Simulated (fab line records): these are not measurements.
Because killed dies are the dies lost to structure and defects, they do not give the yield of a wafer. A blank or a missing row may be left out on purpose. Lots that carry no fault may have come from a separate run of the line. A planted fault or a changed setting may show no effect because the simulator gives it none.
Matching of chambers	flow n5-finfet	rie-diel-06 running N5_BEOL_M0_SAQP_STRIP_75: 4 sister chambers
The step strips in CF4. 4 wafers are shown with their chamber, then 7 later ones without.

## EACH WAFER AND ITS CHAMBER
wafer	chamber	drypump-motor-current-A (A)
L089.2	1	5.8
L089.5	0	4.8
L093.1	2	4.6
L093.2	3	4.8

## WAFERS WITHOUT THEIR CHAMBER
wafer	drypump-motor-current-A (A)
L093.5	4.7
L094.1	4.8
L094.5	5.8
L094.6	4.6
L096.1	4.8
L096.3	4.7
L096.4	5.8

## WHICH CHAMBER EACH WENT THROUGH
wafer	from the rows above	in truth
L093.5	can't be placed: 0 or 3 or 2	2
L094.1	can't be placed: 0 or 3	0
L094.5	1	1
L094.6	2	2
L096.1	can't be placed: 0 or 3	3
L096.3	can't be placed: 0 or 3 or 2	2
L096.4	1	1
Correctly placed: 3 of 7. Unplaceable from these rows: 4, with the true chamber sitting among the candidates in 4. Number placed wrongly: 0.
How it was worked out, from the rows above alone: a wafer's distance from a chamber is the root of the sum, over the readings, of the square of ((its reading less the chamber's mean) divided by the reading's scatter). If the next closest chamber is less than 2 further off than the closest, the wafer can't be placed; otherwise it belongs to the closest. A chamber's mean is the mean of its shown wafers. The scatter: with one shown wafer a chamber, the root of the mean of the squares of how far each hidden wafer lies from its nearest shown one.
